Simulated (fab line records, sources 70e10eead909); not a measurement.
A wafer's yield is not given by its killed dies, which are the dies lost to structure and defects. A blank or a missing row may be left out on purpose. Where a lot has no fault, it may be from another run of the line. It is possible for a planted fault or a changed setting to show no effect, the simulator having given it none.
fab line records | flow nand-harc
[record] lots = 12 | wafers = 34 | last-day = 34
route steps=1302 shown A_BONDPAD@1202 END@1302
lots that met no fault: taken from a fault-free run of the same line
start-h: hours from the record's first day to the start of the lot's first wafer shown | wait-h: hours since the lot's step before | " the same as in the row above | L1.1+2: a row that stands for several wafers | - value missing, or start not given | * or withheld: withheld | < > ~ a bound
route shown NAME@n: names a module that has steps shown in the file, with the first one's number in the route | usual: mean/standard deviation of fault-free wafers | same: alike in all rows | chamber/n: place in a boat | sites: each site's reading | _std_site: their standard deviation | _edge_site: inner sites' mean taken away from outer sites' mean | radius-mm: for every site, how far away it sits from the centre of the wafer | mask NAME#n: copy n | behind: tool/chamber where the wafer was last shaped | hold: why the lot went on hold/how many hours it stayed there/how the hold came to an end | device: names the non-switching transistor (n, p or np) | end of line: the same wafers' tests at the end of the route | a step given without rows: its recipe and nothing more | killed: the dies lost at the first sort to structure and to defects; this is not the yield of the wafer | map: the dies of a wafer, with x for killed, . for not killed, _ for no die there
set.NAME: setting as actually run; set.NAME@STEP: the setting as run at that earlier step | model.NAME: the simulator's own value behind a step, which no gauge read
a sample of lots followed through the steps of the route, with each step as a table and each wafer as a row
services: from which hour (start-h, from the record's first day; less than 0 if before it) a tool's chamber was out of use, for how many hours, and why
[[steps]]
[step NHARC_A_BONDPAD_DEP_00]
[recipe] target-thk-a = 2500 | temp-c = 370 | target-thk-nm = 250 | pressure-torr = 3 | flow-sccm = 200 | rf-w = 450 | material = SiCN
[usual] heater-power-w = 622/65
lot.wafer | tool     | chamber | start-h | wait-h | heater-power-w
L545.1    | pecvd-01 | 1       | 541.14  | -      | 684
L545.2    | "        | 2       | "       | "      | 626
L545.5    | "        | 0       | "       | "      | 540
L547.3    | pecvd-03 | 1       | 560.40  | -      | 624
L547.2    | "        | 2       | "       | "      | 632
L547.5    | "        | 2       | "       | "      | 641
L548.2    | pecvd-01 | 1       | 561.21  | -      | 709
L548.3    | "        | 2       | "       | "      | 547
L548.5    | "        | 2       | "       | "      | 574
L549.3    | pecvd-03 | 1       | -       | -      | 644
L549.6    | "        | 2       | "       | "      | 652
L549.5    | "        | 1       | "       | "      | 638
L551.1    | pecvd-03 | 0       | 602.26  | -      | 636
L551.2    | "        | 1       | "       | "      | 632
L551.5    | "        | 1       | "       | "      | 634
L552.2    | pecvd-01 | 2       | 612.12  | -      | 589
L552.3    | "        | 1       | "       | "      | 682
L552.5    | "        | 1       | "       | "      | 716
L557.1    | pecvd-03 | 1       | 677.17  | -      | 617
L557.3    | "        | 2       | "       | "      | 630
L557.6    | "        | 2       | "       | "      | 640
L559.2    | pecvd-02 | 2       | 697.42  | -      | 661
L559.5    | "        | 0       | "       | "      | 560
L559.4    | "        | 1       | "       | "      | 602
L564.4    | pecvd-01 | 1       | 721.44  | -      | 689
L563.2    | pecvd-01 | 2       | 721.80  | -      | 568
L563.1    | "        | 1       | "       | "      | 697
L563.6    | "        | 1       | "       | "      | 721
L566.1    | pecvd-01 | 2       | 765.57  | -      | 605
L566.6    | "        | 1       | "       | "      | 708
L566.4    | "        | 2       | "       | "      | 599
L567.1    | pecvd-03 | 0       | -       | -      | 716
L567.3    | "        | 2       | "       | "      | 679
L567.5    | "        | 1       | "       | "      | 583
[step NHARC_A_BONDPAD_CMP_29]
[recipe] target-thk-nm = 200 | material = SiCN
[usual] motor-current-A = 12.0/1 | slurry-flow-ml-min = 150.1/0.46
lot.wafer | tool   | chamber | start-h | wait-h | motor-current-A | slurry-flow-ml-min
L545.1    | cmp-03 | 2       | 541.58  | -      | 11.2            | 150.0
L545.2    | "      | 3       | "       | "      | 13.1            | 150.3
L545.5    | "      | 2       | "       | "      | 11.6            | 149.9
L547.2    | cmp-04 | 2       | 560.75  | -      | 12.6            | 149.9
L547.3    | "      | 3       | "       | "      | 11.1            | 149.9
L547.5    | "      | 2       | "       | "      | 12.5            | 150.2
L548.3    | cmp-04 | 1       | 561.60  | -      | 12.7            | 150.2
L548.2    | "      | 3       | "       | "      | 10.9            | 150.0
L548.5    | "      | 0       | "       | "      | 13.2            | 150.4
L549.3    | cmp-01 | 0       | 583.09  | -      | 12.3            | 150.1
L549.6    | "      | 3       | "       | "      | 10.8            | 149.7
L549.5    | "      | 0       | "       | "      | 12.2            | 150.7
L551.2    | cmp-03 | 3       | 602.80  | 0.4    | 13.2            | 149.9
L551.1    | "      | 0       | "       | "      | 12.4            | 150.1
L551.5    | "      | 0       | "       | "      | 13.1            | 150.3
L552.3    | cmp-04 | 1       | 612.57  | -      | 12.1            | 149.9
L552.2    | "      | 2       | "       | "      | 12.4            | 149.2
L552.5    | "      | 3       | "       | "      | 10.4            | 150.0
L557.3    | cmp-03 | 2       | 677.62  | -      | 11.6            | 149.4
L557.1    | "      | 3       | "       | "      | 13.0            | 149.6
L557.6    | "      | 1       | "       | "      | 12.0            | 150.5
L559.4    | cmp-04 | 2       | 697.83  | -      | 12.3            | 150.0
L559.2    | "      | 0       | "       | "      | 13.2            | 150.1
L559.5    | "      | 2       | "       | "      | 12.5            | 149.6
L564.4    | cmp-03 | 1       | 721.69  | -      | 12.0            | 150.5
L563.2    | cmp-03 | 3       | 722.21  | -      | 12.6            | 149.5
L563.1    | "      | 2       | "       | "      | 11.0            | 150.7
L563.6    | "      | 3       | "       | "      | 12.7            | 150.0
L566.1    | cmp-04 | 3       | 765.91  | -      | 11.0            | 150.1
L566.4    | "      | 1       | "       | "      | 12.4            | 150.5
L566.6    | "      | 3       | "       | "      | 11.2            | 149.7
L567.3    | cmp-01 | 1       | 785.03  | -      | 11.4            | 149.7
L567.1    | "      | 3       | "       | "      | 11.1            | 150.1
L567.5    | "      | 2       | "       | "      | 10.1            | 149.9
[step NHARC_A_BONDPAD_STRIP_15]
[recipe] o2-flow-sccm = 500 | ar-flow-sccm = 0 | bias-w = 0 | chemistry = O2
[usual] chamber-pressure-mTorr = 60.00/0.059 | drypump-motor-current-A = 5.7/0.31 | oes-product-au = 1.008/0.014 | rf-vpp-V = 57.8/0.82 | showerhead-plenum-p-Torr = 3.51/0.14 | throttle-valve-pct = 17.037/0.009
lot.wafer | tool        | chamber | start-h | wait-h | chamber-pressure-mTorr | drypump-motor-current-A | oes-product-au | rf-hours-counter-h | rf-vpp-V | showerhead-plenum-p-Torr | throttle-valve-pct
L545.2    | rie-diel-12 | 3       | 542.84  | 0.1    | 60.06                  | 5.9                     | 1.013          | 3                  | 58.9     | 3.47                     | 17.020
L545.1    | "           | 0       | "       | "      | 60.00                  | 5.8                     | 0.987          | 3                  | 57.2     | 3.59                     | 17.033
L545.5    | "           | 2       | "       | "      | 59.92                  | 5.6                     | 1.016          | -                  | 56.6     | 3.42                     | 17.033
L547.3    | rie-diel-11 | 1       | 562.28  | 0.1    | 60.07                  | 5.5                     | 0.979          | 40                 | 57.9     | 3.75                     | 17.047
L547.2    | "           | 2       | "       | "      | 60.03                  | 6.2                     | 0.987          | 38                 | 58.4     | 3.73                     | 17.037
L547.5    | "           | 0       | "       | "      | 59.98                  | 5.6                     | 0.992          | -                  | 57.2     | 3.65                     | 17.047
L548.2    | rie-diel-11 | 3       | 563.00  | 0.1    | 59.91                  | 6.1                     | 1.030          | 38                 | 58.5     | 3.50                     | 17.034
L548.3    | "           | 2       | "       | "      | 60.06                  | 6.1                     | 0.987          | 38                 | 57.2     | 3.73                     | 17.021
L548.5    | "           | 3       | "       | "      | 60.00                  | 6.1                     | 1.030          | -                  | 57.0     | 3.50                     | 17.034
L549.3    | rie-diel-12 | 1       | 584.36  | 0.1    | 60.06                  | 5.7                     | 1.009          | 5                  | 57.7     | 3.31                     | 17.034
L549.5    | "           | 1       | "       | "      | 59.85                  | 5.7                     | 0.999          | -                  | 57.5     | 3.31                     | 17.032
L549.6    | "           | 2       | "       | "      | 60.02                  | 5.6                     | 1.009          | -                  | 57.3     | 3.42                     | 17.032
L551.2    | rie-diel-03 | 2       | 604.64  | 0.1    | 59.96                  | 6.3                     | 1.000          | 23                 | 58.1     | 3.57                     | 17.029
L551.1    | "           | 3       | "       | "      | 60.00                  | 4.9                     | 1.008          | 25                 | 58.9     | 3.69                     | 17.030
L551.5    | "           | 2       | "       | "      | 60.02                  | 6.3                     | 0.995          | -                  | 58.7     | 3.57                     | 17.028
L552.2    | rie-diel-12 | 2       | 613.95  | 0.1    | 60.15                  | 5.6                     | 1.014          | 5                  | 57.5     | 3.42                     | 17.051
L552.3    | "           | 3       | "       | "      | 60.03                  | 5.9                     | 1.014          | 5                  | 57.9     | 3.47                     | 17.030
L552.5    | "           | 1       | "       | "      | 59.92                  | 5.7                     | 1.010          | -                  | 58.7     | 3.31                     | 17.034
L557.1    | rie-diel-03 | 0       | 679.01  | 0.1    | 60.04                  | 5.5                     | 1.006          | 6                  | 58.6     | 3.79                     | 17.029
L557.3    | "           | 2       | "       | "      | 60.01                  | 6.3                     | 1.011          | 9                  | 57.5     | 3.56                     | 17.037
L557.6    | "           | 0       | "       | "      | 60.01                  | 5.5                     | 1.001          | -                  | 58.4     | 3.79                     | 17.031
L559.2    | rie-diel-12 | 2       | 699.25  | 0.1    | 59.98                  | 5.6                     | 1.008          | 3                  | 57.3     | 3.42                     | 17.033
L559.4    | "           | 3       | "       | "      | 59.96                  | 5.9                     | 0.971          | 3                  | 57.1     | 3.47                     | 17.049
L559.5    | "           | 2       | "       | "      | 60.01                  | 5.5                     | 1.012          | -                  | 57.0     | 3.42                     | 17.041
L564.4    | rie-diel-12 | 3       | 722.93  | 0.1    | 60.02                  | 5.9                     | 0.997          | 4                  | 58.7     | 3.47                     | 17.053
L563.1    | rie-diel-12 | 0       | 723.50  | 0.1    | 59.94                  | 5.8                     | 1.005          | 4                  | 57.8     | 3.59                     | 17.045
L563.2    | "           | 3       | "       | "      | 59.92                  | 5.9                     | 0.992          | 4                  | 58.7     | 3.47                     | 17.029
L563.6    | "           | 1       | "       | "      | 59.95                  | 5.7                     | 1.026          | -                  | 57.6     | 3.31                     | 17.020
L566.4    | rie-diel-12 | 3       | 767.19  | 0.1    | 59.98                  | 5.8                     | 0.996          | 5                  | 56.7     | 3.47                     | 17.047
L566.1    | "           | 0       | "       | "      | 59.99                  | 5.8                     | 1.007          | 5                  | 57.8     | 3.59                     | 17.049
L566.6    | "           | 2       | "       | "      | 59.96                  | 5.6                     | 1.018          | -                  | 57.1     | 3.42                     | 17.045
L567.1    | rie-diel-12 | 2       | 786.47  | 0.1    | 59.91                  | 5.6                     | 1.035          | 5                  | 57.4     | 3.42                     | 17.034
L567.3    | "           | 3       | "       | "      | 59.88                  | 5.9                     | 0.999          | 5                  | 58.4     | 3.46                     | 17.029
L567.5    | "           | 3       | "       | "      | 60.09                  | 5.8                     | 1.001          | -                  | 57.7     | 3.47                     | 17.025
[step NHARC_A_BONDPAD_ETCH_24]
[recipe] target-depth-a = 300 | over-etch-frac = 0.3 | time-s = 72.99 | ion-energy-ev = 150 | cf4-flow-sccm = 50 | n2-flow-sccm = 100 | ar-flow-sccm = 150 | rf-w = 300 | bias-w = 100 | chemistry = CF4/N2
[usual] bias-w = 100.0/0.33 | cf4-flow-sccm = 50.00/0.15 | chamber-pressure-mTorr = 30.00/0.035 | drypump-motor-current-A = 5.7/0.31 | oes-product-au = 1.007/0.015 | rf-vpp-V = 314.1/2 | showerhead-plenum-p-Torr = 2.62/0.11 | throttle-valve-pct = 19.793/0.0081
lot.wafer | tool        | chamber | start-h | wait-h | bias-w | cf4-flow-sccm | chamber-pressure-mTorr | drypump-motor-current-A | oes-product-au | rf-hours-counter-h | rf-vpp-V | showerhead-plenum-p-Torr | throttle-valve-pct
L545.1    | rie-diel-12 | 0       | 543.02  | 0.1    | 100.3  | 49.94         | 29.95                  | 5.7                     | 1.000          | 3                  | 313.6    | 2.67                     | 19.785
L545.2    | "           | 2       | "       | "      | 100.4  | 50.21         | 30.05                  | 5.6                     | 1.010          | 3                  | 312.5    | 2.55                     | 19.792
L545.5    | "           | 0       | "       | "      | 100.2  | 49.98         | 30.00                  | 5.7                     | 0.998          | -                  | 315.1    | 2.67                     | 19.798
L547.3    | rie-diel-11 | 2       | 562.40  | -      | 100.2  | 49.94         | 30.02                  | 6.1                     | 0.971          | 38                 | 316.3    | 2.78                     | 19.783
L547.2    | "           | 0       | "       | "      | 99.7   | 50.21         | 29.96                  | 5.6                     | 0.988          | 38                 | 314.4    | 2.72                     | 19.805
L547.5    | "           | 2       | "       | "      | 100.4  | 49.78         | 30.03                  | 6.2                     | 0.974          | -                  | 317.6    | 2.78                     | 19.788
L548.2    | rie-diel-11 | 3       | 563.15  | -      | 99.8   | 50.07         | 29.96                  | 6.0                     | 1.037          | 38                 | 313.6    | 2.60                     | 19.801
L548.3    | "           | 0       | "       | "      | 99.8   | 50.10         | 30.00                  | 5.6                     | 0.990          | 38                 | 316.9    | 2.72                     | 19.799
L548.5    | "           | 0       | "       | "      | 99.5   | 50.09         | 30.03                  | 5.6                     | 1.009          | -                  | 316.1    | 2.72                     | 19.793
L549.3    | rie-diel-12 | 3       | 584.52  | -      | 100.2  | 50.08         | 29.94                  | 5.8                     | 0.999          | 4                  | 313.8    | 2.58                     | 19.799
L549.6    | "           | 1       | "       | "      | 100.0  | 50.04         | 29.99                  | 5.7                     | 1.007          | -                  | 311.7    | 2.46                     | 19.797
L549.5    | "           | 2       | "       | "      | 100.0  | 50.09         | 29.98                  | 5.6                     | 1.008          | -                  | 312.3    | 2.54                     | 19.793
L551.2    | rie-diel-03 | 3       | 604.80  | -      | 100.2  | 49.86         | 29.99                  | 4.9                     | 1.015          | 25                 | 316.4    | 2.75                     | 19.778
L551.1    | "           | 1       | "       | "      | 99.5   | 50.07         | 30.01                  | 5.8                     | 1.037          | 22                 | 311.2    | 2.51                     | 19.790
L551.5    | "           | 2       | "       | "      | 100.4  | 50.02         | 30.03                  | 6.3                     | 1.005          | -                  | 315.8    | 2.66                     | 19.796
L552.3    | rie-diel-12 | 2       | 614.10  | -      | 99.6   | 50.02         | 29.97                  | 5.6                     | 1.014          | 5                  | 313.2    | 2.54                     | 19.782
L552.2    | "           | 3       | "       | "      | 100.0  | 50.14         | 30.02                  | 5.9                     | 1.012          | 5                  | 312.0    | 2.58                     | 19.798
L552.5    | "           | 0       | "       | "      | 100.6  | 49.92         | 30.04                  | 5.8                     | 1.002          | -                  | 314.3    | 2.67                     | 19.802
L557.1    | rie-diel-03 | 3       | 679.17  | -      | 99.9   | 50.11         | 30.00                  | 4.9                     | 1.011          | 7                  | 317.1    | 2.74                     | 19.800
L557.3    | "           | 0       | "       | "      | 99.9   | 50.02         | 29.95                  | 5.5                     | 1.007          | 6                  | 318.0    | 2.82                     | 19.788
L557.6    | "           | 0       | "       | "      | 100.1  | 50.06         | 30.02                  | 5.5                     | 1.011          | -                  | 316.5    | 2.82                     | 19.785
L559.4    | rie-diel-12 | 2       | 699.40  | -      | 100.6  | 50.06         | 29.99                  | 5.5                     | 1.021          | 3                  | 312.6    | 2.54                     | 19.800
L559.2    | "           | 3       | "       | "      | 100.1  | 49.97         | 29.97                  | 5.8                     | 0.995          | 3                  | 313.1    | 2.58                     | 19.803
L559.5    | "           | 2       | "       | "      | 100.5  | 50.19         | 29.98                  | 5.6                     | 1.027          | -                  | 313.3    | 2.54                     | 19.795
L564.4    | rie-diel-12 | 1       | 723.06  | -      | -      | -             | -                      | -                       | -              | -                  | -        | -                        | -
L563.1    | rie-diel-12 | 1       | 723.66  | -      | -      | -             | -                      | -                       | -              | -                  | -        | -                        | -
L563.2    | "           | 3       | "       | "      | -      | -             | -                      | -                       | -              | -                  | -        | -                        | -
L563.6    | "           | 1       | "       | "      | -      | -             | -                      | -                       | -              | -                  | -        | -                        | -
L566.4    | rie-diel-12 | 1       | 767.33  | -      | 100.0  | 49.79         | 30.05                  | 5.7                     | 1.031          | 5                  | 310.0    | 2.46                     | 19.798
L566.1    | "           | 2       | "       | "      | 99.9   | 49.94         | 30.03                  | 5.5                     | 1.017          | 5                  | 313.4    | 2.54                     | 19.797
L566.6    | "           | 1       | "       | "      | 100.0  | 50.09         | 30.02                  | 5.7                     | 1.024          | -                  | 311.8    | 2.46                     | 19.792
L567.3    | rie-diel-12 | 3       | 786.63  | 0.1    | 100.3  | 50.00         | 30.01                  | 5.8                     | 0.992          | 5                  | 311.7    | 2.58                     | 19.802
L567.1    | "           | 2       | "       | "      | 99.5   | 49.96         | 29.97                  | 5.5                     | 1.019          | 5                  | 313.1    | 2.54                     | 19.789
L567.5    | "           | 2       | "       | "      | 100.0  | 50.01         | 30.01                  | 5.5                     | 1.017          | -                  | 312.1    | 2.54                     | 19.793
[step NHARC_END_SORT_01]
[recipe] temp-c = 25
[usual] killed-at-array = 56/17 | killed-at-other = 0.9/1.2 | killed-at-periphery = 3.9/2.5 | killed-dies = 61/17 | killed-open = 3.2/1.8 | killed-short = 2.7/1.7
[same] gross-dies = 677
lot.wafer | tool      | chamber | start-h | wait-h | killed-at-array | killed-at-other | killed-at-periphery | killed-dies | killed-open | killed-short
L563.1    | prober-01 | 0       | 752.19  | 2.5    | 675             | 1               | 1                   | 677         | 2           | 2
L563.2    | prober-01 | 0       | 752.97  | 2.8    | 676             | 0               | 1                   | 677         | 5           | 1
L563.6    | prober-01 | 0       | 756.13  | 3.9    | 671             | 2               | 4                   | 677         | 5           | 4
L564.4    | prober-01 | 0       | 762.35  | 3.4    | 659             | 0               | 18                  | 677         | 2           | 1
// killed by level:class
L563.1 A_BONDPAD:area-etch=611 A_CHANNEL_HOLE_D2:chamber-film-flake=32 A_CHANNEL_HOLE_D1:chamber-film-flake=14 A_SLIT:chamber-film-flake=4 A_DECK1_JOINT:chamber-film-flake=3 A_STAIRCASE:chamber-film-flake=3 A_CONTACT:chamber-film-flake=3 A_ONON_D1:geometric-particle:short=1
L563.2 A_BONDPAD:area-etch=624 A_CHANNEL_HOLE_D1:chamber-film-flake=19 A_CHANNEL_HOLE_D2:chamber-film-flake=13 A_DECK1_JOINT:chamber-film-flake=5 A_STAIRCASE:chamber-film-flake=4 A_SLIT:chamber-film-flake=3 A_ONON_D2:geometric-particle:open=2 A_ONON_D1:geometric-particle:short=1
L563.6 A_BONDPAD:area-etch=628 A_CHANNEL_HOLE_D2:chamber-film-flake=13 A_SLIT:chamber-film-flake=8 A_CHANNEL_HOLE_D1:chamber-film-flake=7 A_ZERO_WELL:chamber-film-flake=2 A_CHANNEL_FILL_D1:chamber-film-flake=2 A_STAIRCASE:chamber-film-flake=2 A_WL_FILL:chamber-film-flake=2
L564.4 A_BONDPAD:area-etch=602 A_SLIT:chamber-film-flake=32 P_CONTACT:area-peb=13 A_CHANNEL_HOLE_D1:chamber-film-flake=10 P_M2:chamber-film-flake=5 A_CONTACT:chamber-film-flake=4 A_CHANNEL_FILL_D1:chamber-film-flake=2 A_CHANNEL_HOLE_D2:chamber-film-flake=2
[[services]]
tool        | chamber | start-h | hours | kind
rie-diel-11 | 0       | 520.39  | 3.2   | repair
cmp-04      | -       | 525.77  | 4.0   | pm
rie-diel-03 | 2       | 530.60  | 5.0   | repair
cmp-04      | -       | 543.09  | 6.2   | repair
pecvd-03    | -       | 547.00  | 13.0  | pm
rie-diel-12 | 0       | 553.32  | 9.2   | repair
cmp-03      | -       | 553.43  | 0.4   | repair
pecvd-01    | 1       | 564.12  | 6.0   | repair
rie-diel-12 | 2       | 572.40  | 10.1  | repair
cmp-03      | -       | 575.57  | 4.0   | pm
pecvd-03    | 2       | 597.74  | 4.7   | repair
rie-diel-12 | -       | 601.09  | 12.4  | repair
rie-diel-12 | -       | 622.40  | 9.0   | pm
cmp-04      | -       | 623.77  | 4.0   | pm
pecvd-01    | -       | 673.27  | 13.0  | pm
cmp-03      | -       | 673.57  | 4.0   | pm
cmp-03      | -       | 697.77  | 1.9   | repair
cmp-04      | -       | 705.76  | 1.7   | repair
cmp-04      | -       | 712.35  | 0.6   | repair
cmp-04      | -       | 721.77  | 4.0   | pm
pecvd-03    | -       | 728.44  | 13.0  | pm
pecvd-03    | 0       | 745.69  | 7.7   | repair
cmp-03      | -       | 771.57  | 4.0   | pm
rie-diel-12 | 1       | 782.36  | 17.3  | repair
[[key]]
[first-sign] step = NHARC_A_BONDPAD_ETCH_24 | reading = tool-record | direction = missing
[effect] step = NHARC_END_SORT_01 | reading = killed-at-array | direction = up | sigmas = 36 | usual = 56 | struck = 670
[more-kills-born-at] NHARC_A_BONDPAD_ETCH_24@rie-diel-12 = 2465
met-at NHARC_A_BONDPAD_ETCH_24
struck-lots L563,L564
later-rows-left-out L563.1,L563.2,L563.6,L564.4
tester-left-out L564
not-acting-at NHARC_A_BONDPAD_DEP_00,NHARC_A_BONDPAD_CMP_29,NHARC_A_BONDPAD_STRIP_15
onset-between 699.40 723.06
[earlier-fault] kind = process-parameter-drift | tool = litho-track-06 | chamber = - | onset-h = 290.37 | steps = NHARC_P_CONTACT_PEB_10 | channel = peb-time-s | offset = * | shape = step | acts-in = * | stated = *
[fault] kind = skipped-step-whole | tool = rie-diel-12 | chamber = - | onset-h = 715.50 | steps = NHARC_A_BONDPAD_ETCH_24 | scope = struck-lots-only
// tester-left-out: of these lots the tester's yield and bins aren't shown, on N5 and GAA mostly nor the transistor test; their killed dies are dies lost to structure and defects alone, not to doping, threshold or leakage, so they don't give the yield
// later-rows-left-out: the simulator's readings of these wafers behind a module that went badly wrong aren't trusted and aren't shown, but for the sort
